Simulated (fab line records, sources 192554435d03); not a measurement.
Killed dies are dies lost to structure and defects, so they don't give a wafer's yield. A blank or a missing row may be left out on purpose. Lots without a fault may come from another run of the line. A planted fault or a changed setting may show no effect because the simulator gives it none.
One fault seen from 3 desks | flow n5_finfet | each desk has only its own numbers; what lay behind them comes last

THE METROLOGY DESK
What the gauges read, lot by lot, whatever tool the lot ran on: means of the sampled wafers that have a number. A lot is out of limits, marked OUT, if its mean lies more than 4 standard deviations from the usual mean; the brackets give that distance.
Columns: A = cd_nm at N5_MIM_BOT_LITHO_CD_MEAS_08, usual 2999.2 nm; B = MIM_BOT_OVL at N5_MIM_BOT_LITHO_OVL_MEAS_11, usual -2 nm
lot  | first seen here | A      | B
L424 | day 14 20:40    | 2999.0 | 7
L432 | day 17 18:41    | 2999.6 | 0
L435 | day 17 22:01    | 2999.2 | 2
L437 | day 19 00:45    | 2999.6 | -2
L439 | day 19 16:02    | 2999.6 | -1
L442 | day 19 16:25    | 2998.4 | -0
L440 | day 19 16:39    | 2998.7 | 3
This desk's finding: nothing out of limits on any of the 7 lots.

THE DEFECT DESK
What the inspections along the route counted, lot by lot: means of the sampled wafers that have a number. A lot is out of limits, marked OUT, if its mean lies more than 4 standard deviations from the usual mean; the brackets give that distance.
Columns: A = raw_defect_count at N5_MIM_BOT_LITHO_INSPECT_12, usual 2.0
lot  | first seen here | A
L424 | day 14 20:44    | 1.3
L432 | day 17 18:44    | 3.0
L435 | day 17 22:05    | 1.5
L437 | day 19 00:48    | 2.3
L439 | day 19 16:05    | 2.3
L442 | day 19 16:28    | 2.0
L440 | day 19 16:42    | 2.7
This desk's finding: nothing out of limits on any of the 7 lots.

THE TOOL OWNER'S DESK: rie_diel-05
The tool's own readings at N5_MIM_BOT_ETCH_ETCH_04 (etches SiNx in CF4/O2, target depth 26 nm, time 13 s): means of the sampled wafers that have a number, for each lot that ran on this tool. A lot is out of limits, marked OUT, if its mean lies more than 4 standard deviations from the usual mean; the brackets give that distance.
Columns: A = bias_w at N5_MIM_BOT_ETCH_ETCH_04, usual 48.97 W; B = drypump_motor_current_A at N5_MIM_BOT_ETCH_ETCH_04, usual 5.9 A; C = oes_product_au at N5_MIM_BOT_ETCH_ETCH_04, usual 0.80 a.u.; D = rf_vpp_V at N5_MIM_BOT_ETCH_ETCH_04, usual 238 V; E = showerhead_plenum_p_Torr at N5_MIM_BOT_ETCH_ETCH_04, usual 2.18 Torr; F = throttle_valve_pct at N5_MIM_BOT_ETCH_ETCH_04, usual 16.00 %
lot  | first seen here | A     | B   | C    | D   | E    | F
L424 | day 14 21:31    | 49.13 | 6.0 | 0.82 | 240 | 2.19 | 16.02
L432 | day 17 18:50    | 48.90 | 5.5 | 1.06 | 238 | 2.21 | 15.82
L435 | day 17 22:11    | 49.01 | 5.9 | 1.04 | 240 | 2.20 | 15.92
L437 | day 19 00:54    | 48.95 | 5.7 | 0.92 | 239 | 2.21 | 15.99
This desk's finding: nothing out of limits on any of the 4 lots.

PUT TOGETHER
The metrology desk saw nothing out of limits.
The defect desk saw nothing out of limits.
The tool owner's desk saw nothing out of limits.

WHAT THE SIMULATOR HAD PUT IN
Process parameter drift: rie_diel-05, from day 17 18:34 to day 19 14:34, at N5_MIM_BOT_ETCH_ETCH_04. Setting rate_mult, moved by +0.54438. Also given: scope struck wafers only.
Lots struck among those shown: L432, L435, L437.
